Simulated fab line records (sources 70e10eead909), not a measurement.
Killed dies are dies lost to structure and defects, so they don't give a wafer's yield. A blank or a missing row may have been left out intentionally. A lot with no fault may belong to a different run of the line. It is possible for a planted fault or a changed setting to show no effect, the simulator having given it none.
fab line records ; flow nand_harc
[record] lots = 12; wafers = 36; last_day = 31
route steps=1302 shown P_STI@98 THIN_TSV@1262 END@1302
lots untouched by any fault: they come from a run of this same line in which no faults occurred
start_h: hours from the record's first day to the start of the lot's first wafer shown ; wait_h: hours from the lot's prior step to this one ; " unchanged from the row above ; L1.1+2: one row covering several wafers at once ; - no value, or no start given ; * or withheld: withheld ; < > ~ a bound
route shown NAME@n: a module of which the file shows steps, and the number in the route of the first ; usual: mean/standard deviation of fault-free wafers ; same: alike in all rows ; chamber/n: place in a boat ; sites: per-site readings ; _std_site: how widely they spread, as a standard deviation ; _edge_site: inner sites' mean taken away from outer sites' mean ; radius_mm: for every site, how far away it sits from the centre of the wafer ; mask NAME#n: copy n ; behind: tool/chamber where the wafer was last shaped ; hold: the reason the lot was held/the length of the hold in hours/how it ended ; device: the n, p or np transistor that did not switch ; end of line: the route-end tests of the same wafers ; a step without rows: its recipe alone ; killed: not the wafer's yield, but the dies lost to structure and defects at the first sort ; map: the dies of a wafer, with x for killed, . for not killed, _ for no die there
set.NAME: setting as actually run; set.NAME@STEP: the setting as run at that earlier step ; model.NAME: the simulator's own value behind a step, which no gauge read
route steps across a sampled set of lots; one table per step, one row per wafer
services: a tool's chamber out of use, with start hour (start_h, from the record's first day; less than 0 if before it), hours out, and reason
[[steps]]
[step NHARC_P_STI_HDPCVD_20]
[recipe] target_thk_a = withheld; sigma_open_frac = withheld; material = SiO2
lot.wafer;tool;chamber;start_h;wait_h
L755.4+5+6;hdpcvd-01;0,0,1;54.38;0.5
L756.4+3+6;hdpcvd-01;1,0,1;65.44;0.5
L757.1+2+6;hdpcvd-01;1,0,0;75.22;0.4
L758.3+6+5;hdpcvd-01;0,0,1;84.61;0.5
L759.3+4+5;hdpcvd-01;0,1,0;97.52;0.5
L760.2+4+5;hdpcvd-01;0,1,1;104.46;0.4
L761.2+1+3;hdpcvd-01;0,1,0;111.71;0.4
L762.1+3+5;hdpcvd-01;0,1,1;122.84;0.4
L763.4+3+5;hdpcvd-01;1,0,0;133.08;0.5
L768.3+6+5;hdpcvd-01;0,0,1;182.07;0.5
L772.2+1+4;hdpcvd-01;1,0,1;223.53;0.4
L773.1+3+5;hdpcvd-01;1,0,0;233.66;0.5
[step NHARC_THIN_TSV_ETCH_44]
[recipe] target_depth_a = 15942; time_s = 797.1; cf4_flow_sccm = 150; o2_flow_sccm = 10; ar_flow_sccm = 0; rf_w = 300; bias_w = 800; chemistry = CF4/O2
[usual] drypump_motor_current_A = 5.3/0.46; mfc_ar_sccm = 0.015/0.013; oes_product_au = 0.994/0.0089; rf_vpp_V = 792/4.6; showerhead_plenum_p_Torr = 1.80/0.073; throttle_valve_pct = 16.913/0.0084
[same] time_s = 797.1
lot.wafer;tool;chamber;start_h;wait_h;drypump_motor_current_A;mfc_ar_sccm;oes_product_au;rf_hours_counter_h;rf_vpp_V;showerhead_plenum_p_Torr;throttle_valve_pct
L755.4;rie_diel-08;0;555.06;0.2;5.0;0.030;0.978;0.1;789;1.75;16.914
L755.6;rie_diel-08;1;555.06;0.2;5.0;0.025;0.992;-;803;1.97;16.916
L755.5;rie_diel-08;2;555.06;0.2;4.8;0.028;0.965;-;796;1.86;16.916
L756.3;rie_diel-08;2;572.45;0.1;4.8;0.028;0.984;1.1;798;1.86;16.915
L756.4;rie_diel-08;0;572.45;0.1;5.0;0.030;0.990;0.5;789;1.75;16.919
L756.6;rie_diel-08;2;572.45;0.1;4.8;0.028;0.981;-;796;1.86;16.922
L757.2;rie_diel-13;2;573.48;0.1;6.2;0.002;1.008;2.6;788;1.73;16.917
L757.1;rie_diel-13;3;573.48;0.1;5.1;0;1.005;2.3;793;1.81;16.915
L757.6;rie_diel-13;1;573.48;0.1;5.0;0.031;0.993;-;791;1.80;16.918
L758.3;rie_diel-13;1;574.67;0.1;5.0;0.031;0.990;3.3;792;1.80;16.923
L758.6;rie_diel-13;1;574.67;0.1;5.0;0.031;0.982;-;792;1.80;16.920
L758.5;rie_diel-13;2;574.67;0.1;6.2;0.002;1.005;-;789;1.73;16.906
L759.4;rie_diel-13;1;584.69;0.1;5.0;0.031;0.985;3.8;792;1.80;16.921
L759.3;rie_diel-13;0;584.69;0.1;5.8;0;0.994;3.0;788;1.75;16.926
L759.5;rie_diel-13;1;584.69;0.1;5.0;0.031;0.969;-;792;1.80;16.915
L760.4;rie_diel-13;0;589.27;0.1;5.7;0;1.005;3.3;790;1.75;16.902
L760.2;rie_diel-13;2;589.27;0.1;6.2;0.002;0.999;4.0;789;1.73;16.906
L760.5;rie_diel-13;0;589.27;0.1;5.8;0;1.004;-;790;1.76;16.909
L761.2;rie_diel-09;2;590.47;0.1;4.7;0.019;0.991;3.5;793;1.81;16.899
L761.1;rie_diel-09;3;590.47;0.1;5.1;0.000;0.984;3.5;789;1.75;16.909
L761.3;rie_diel-09;0;590.47;0.1;5.8;0.018;0.987;3.4;790;1.78;16.892
L762.3;rie_diel-13;0;620.01;0.1;5.7;0;0.994;5.1;790;1.75;16.912
L762.1;rie_diel-13;1;620.01;0.1;5.0;0.031;0.995;5.9;792;1.80;16.926
L762.5;rie_diel-13;3;620.01;0.1;5.1;0;1.005;-;793;1.81;16.893
L763.4;rie_diel-13;1;621.19;0.1;5.0;0.031;0.986;6.2;792;1.80;16.914
L763.3;rie_diel-13;3;621.19;0.1;5.1;0;1.004;5.1;793;1.81;16.916
L763.5;rie_diel-13;1;621.19;0.1;5.0;0.031;0.989;-;792;1.80;16.913
L768.3;rie_diel-08;0;673.28;0.2;5.0;0.030;0.989;5.1;788;1.75;16.901
L768.5;rie_diel-08;2;673.28;0.2;4.8;0.028;0.989;-;796;1.86;16.915
L768.6;rie_diel-08;3;673.28;0.2;5.2;0.001;0.996;-;788;1.72;16.910
L772.4;rie_diel-08;3;699.26;0.1;5.2;0.001;0.989;7.1;788;1.72;16.919
L772.1;rie_diel-08;1;699.26;0.1;5.0;0.025;0.999;7.4;802;1.96;16.907
L772.2;rie_diel-08;2;699.26;0.1;4.8;0.028;0.997;7.7;796;1.86;16.930
L773.3;rie_diel-09;0;725.84;0.1;5.8;0.018;0.995;2.1;789;1.77;16.921
L773.1;rie_diel-09;1;725.84;0.1;5.8;0.025;1.000;2.0;799;1.92;16.921
L773.5;rie_diel-09;0;725.84;0.1;5.7;0.018;1.005;-;790;1.77;16.912
[step NHARC_THIN_TSV_ETCH_15]
[recipe] target_depth_a = 30000; bosch_target_overetch_cycles = 2; bosch_etch_step_s = 2.8; bosch_dep_step_s = 1.2; bosch_cycles = 14
[usual] drypump_motor_current_A = 5.5/0.46; he_backside_leak_sccm = 2.72/0.28
lot.wafer;tool;chamber;start_h;wait_h;drypump_motor_current_A;he_backside_leak_sccm;rf_hours_counter_h
L755.4;rie_si-03;3;555.47;-;5.1;2.64;0.8
L755.6;rie_si-03;2;555.47;-;5.2;2.93;-
L755.5;rie_si-03;3;555.47;-;5.1;2.77;-
L756.3;rie_si-02;0;572.98;-;6.5;2.39;0.9
L756.4;rie_si-02;1;572.98;-;5.0;2.36;0.7
L756.6;rie_si-02;3;572.98;-;5.5;2.35;-
L757.1;rie_si-02;3;574.00;-;5.5;2.42;0.9
L757.2;rie_si-02;1;574.00;-;5.0;2.35;0.7
L757.6;rie_si-02;3;574.00;-;5.5;2.49;-
L758.3;rie_si-04;0;575.27;-;5.5;2.37;0.3
L758.6;rie_si-04;2;575.27;-;5.7;3.31;-
L758.5;rie_si-04;3;575.27;-;5.0;2.90;-
L759.3;rie_si-03;2;585.27;-;5.2;2.86;0
L759.4;rie_si-03;3;585.27;-;5.2;2.63;0
L759.5;rie_si-03;2;585.27;-;5.2;2.78;-
L760.4;rie_si-04;3;589.86;-;5.0;2.88;0.4
L760.2;rie_si-04;0;589.86;-;5.5;2.41;0.3
L760.5;rie_si-04;2;589.86;-;5.7;3.11;-
L761.2;rie_si-03;2;590.98;-;5.2;2.91;0.0
L761.1;rie_si-03;3;590.98;-;5.1;2.70;0.0
L761.3;rie_si-03;0;590.98;-;5.9;2.81;0.0
L762.1;rie_si-03;1;620.54;-;5.5;3.05;0.2
L762.3;rie_si-03;3;620.54;-;5.1;2.59;0.1
L762.5;rie_si-03;0;620.54;-;5.9;2.88;-
L763.3;rie_si-02;3;621.70;-;5.5;2.39;1.3
L763.4;rie_si-02;2;621.70;-;5.8;2.75;1.2
L763.5;rie_si-02;3;621.70;-;5.5;2.50;-
L768.3;rie_si-03;1;673.75;-;5.5;2.94;0.5
L768.6;rie_si-03;1;673.75;-;5.5;2.93;-
L768.5;rie_si-03;2;673.75;-;5.2;2.92;-
L772.4;rie_si-03;2;699.83;-;5.2;2.91;0.6
L772.2;rie_si-03;3;699.83;-;5.1;2.63;0.4
L772.1;rie_si-03;1;699.83;-;5.5;3.05;0.7
L773.1;rie_si-02;2;726.43;-;5.8;2.73;0.5
L773.3;rie_si-02;3;726.43;-;5.5;2.42;0.5
L773.5;rie_si-02;0;726.43;-;6.4;2.45;-
[step NHARC_END_SORT_01]
[recipe] temp_c = 25
[usual] killed_at_array = 54/21; killed_at_other = 1.0/1.2; killed_at_periphery = 3.6/2.6; killed_dies = 58/20; killed_open = 3.3/1.9; killed_short = 2.6/1.5
[same] gross_dies = 677
lot.wafer;tool;chamber;start_h;wait_h;killed_at_array;killed_at_other;killed_at_periphery;killed_dies;killed_open;killed_short
L757.1;prober-01;0;587.00;2.5;26;0;0;26;5;4
L757.2;prober-01;0;587.79;2.8;20;0;0;20;5;2
L757.6;prober-01;0;590.97;4.0;27;0;2;29;4;6
L772.1;prober-01;0;714.35;2.5;41;0;24;65;2;2
L772.2;prober-01;0;715.16;2.8;42;1;4;47;4;2
L772.4;prober-01;0;716.79;3.5;44;2;4;50;1;3
L773.1;prober-02;0;740.54;2.5;66;1;6;73;6;2
L773.3;prober-02;0;742.13;3.1;57;2;16;75;2;4
L773.5;prober-02;0;743.73;3.7;64;0;10;74;6;4
// killed by level:class
L757.1 A_CHANNEL_HOLE_D2:chamber_film_flake=11 A_CONTACT:chamber_film_flake=3 A_DECK1_JOINT:geometric_particle:open=2 A_DECK1_JOINT:geometric_particle:short=2 A_ONON_D1:geometric_particle:short=1 A_CHANNEL_FILL_D1:geometric_particle:open=1 A_ONON_D2:geometric_particle:short=1 A_ONON_D2:geometric_particle:open=1
L757.2 A_CHANNEL_HOLE_D2:chamber_film_flake=6 A_CHANNEL_HOLE_D1:chamber_film_flake=3 A_M0:geometric_particle:open=2 A_CONTACT:chamber_film_flake=2 A_CHANNEL_FILL_D1:geometric_particle:open=1 A_ONON_D2:geometric_particle:short=1 A_ONON_D2:geometric_particle:open=1 A_WL_FILL:geometric_particle:open=1
L757.6 A_CHANNEL_HOLE_D2:chamber_film_flake=15 A_ONON_D1:geometric_particle:short=2 A_BLC:geometric_particle:open=2 P_M0:geometric_particle:short=1 A_SOURCE_PLATE:geometric_particle:open=1 A_DECK1_JOINT:geometric_particle:short=1 A_ONON_D2:geometric_particle:short=1 A_CONTACT:geometric_particle:open=1
L772.1 A_CHANNEL_HOLE_D1:chamber_film_flake=29 P_STI:unspecified=21 A_CHANNEL_FILL_D1:chamber_film_flake=3 P_M1:chamber_film_flake=2 A_CONTACT:chamber_film_flake=2 A_CHANNEL_FILL_D1:geometric_particle:short=1 A_DECK1_JOINT:geometric_particle:open=1 A_CHANNEL_FILL_D2:geometric_particle:open=1
L772.2 A_CHANNEL_HOLE_D1:chamber_film_flake=27 A_CONTACT:chamber_film_flake=5 A_BLC:chamber_film_flake=3 P_ZERO_WELL:chamber_film_flake=2 A_WL_FILL:chamber_film_flake=2 P_M0:geometric_particle:open=1 A_ONON_D1:geometric_particle:short=1 A_DECK1_JOINT:geometric_particle:short=1
L772.4 A_CHANNEL_HOLE_D1:chamber_film_flake=29 A_CHANNEL_FILL_D1:chamber_film_flake=3 P_ZERO_WELL:chamber_film_flake=2 P_M1:chamber_film_flake=2 A_SLIT:chamber_film_flake=2 A_CONTACT:chamber_film_flake=2 A_BLC:chamber_film_flake=2 THIN_TSV:chamber_film_flake=2
L773.1 A_SLIT:chamber_film_flake=27 A_CHANNEL_HOLE_D2:chamber_film_flake=19 A_CHANNEL_HOLE_D1:chamber_film_flake=11 A_ONON_D2:geometric_particle:open=3 A_CHANNEL_FILL_D2:geometric_particle:open=2 P_ZERO_WELL:chamber_film_flake=2 P_GATE:geometric_particle:short=1 P_M1:geometric_particle:open=1
L773.3 A_SLIT:chamber_film_flake=28 A_CHANNEL_HOLE_D2:chamber_film_flake=16 P_STI:unspecified=13 A_CHANNEL_HOLE_D1:chamber_film_flake=6 A_STAIRCASE:chamber_film_flake=2 P_GATE:geometric_particle:short=1 P_CONTACT:geometric_particle:short=1 A_ONON_D1:geometric_particle:open=1
L773.5 A_SLIT:chamber_film_flake=25 A_CHANNEL_HOLE_D2:chamber_film_flake=11 P_STI:unspecified=9 A_CHANNEL_HOLE_D1:chamber_film_flake=7 A_ZERO_WELL:chamber_film_flake=3 A_STAIRCASE:chamber_film_flake=3 A_CONTACT:chamber_film_flake=3 A_CHANNEL_FILL_D2:geometric_particle:open=2
[[services]]
tool;chamber;start_h;hours;kind
rie_diel-13;1;34.34;16.0;repair
rie_si-03;-;44.00;9.0;pm
rie_diel-13;-;65.43;0.3;repair
rie_si-03;-;135.11;0.1;repair
rie_diel-13;-;165.00;9.0;pm
rie_si-03;3;168.64;20.6;repair
hdpcvd-01;-;189.31;13.0;pm
rie_si-03;2;196.74;6.9;repair
rie_diel-13;0;205.88;2.7;repair
rie_diel-13;3;212.98;2.3;repair
rie_si-03;-;215.13;0.2;repair
rie_si-03;-;221.00;9.0;pm
rie_diel-13;3;236.75;9.1;repair
rie_si-03;-;306.22;0.4;repair
rie_si-03;2;315.68;9.9;repair
rie_diel-13;-;342.00;9.0;pm
rie_si-03;2;364.12;8.8;repair
hdpcvd-01;-;370.31;13.0;pm
rie_si-03;-;398.00;9.0;pm
rie_diel-13;2;416.51;25.1;repair
rie_diel-13;-;519.00;9.0;pm
rie_si-03;-;549.50;1.8;repair
hdpcvd-01;-;551.31;13.0;pm
rie_si-03;-;575.00;9.0;pm
[[key]]
[first_sign] step = NHARC_END_SORT_01; reading = killed_at_periphery; direction = up; sigmas = 5.1; usual = 3.6; struck = 16.7
effect none on later readings
met_at NHARC_P_STI_HDPCVD_20
struck_lots L772,L773
struck_wafers L772.1,L773.3,L773.5
tester_left_out L772,L773
not_acting_at NHARC_THIN_TSV_ETCH_44,NHARC_THIN_TSV_ETCH_15
onset_between 182.07 223.53
[fault] kind = chamber_particle_source; tool = hdpcvd-01; chamber = 0; onset_h = 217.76; steps = NHARC_P_STI_HDPCVD_20; rate_per_visit_cm2 = 0.026365; end_h = 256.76
// tester_left_out: of these lots the tester's yield and bins aren't shown, on N5 and GAA mostly nor the transistor test; their killed dies are dies lost to structure and defects alone, not to doping, threshold or leakage, so they don't give the yield
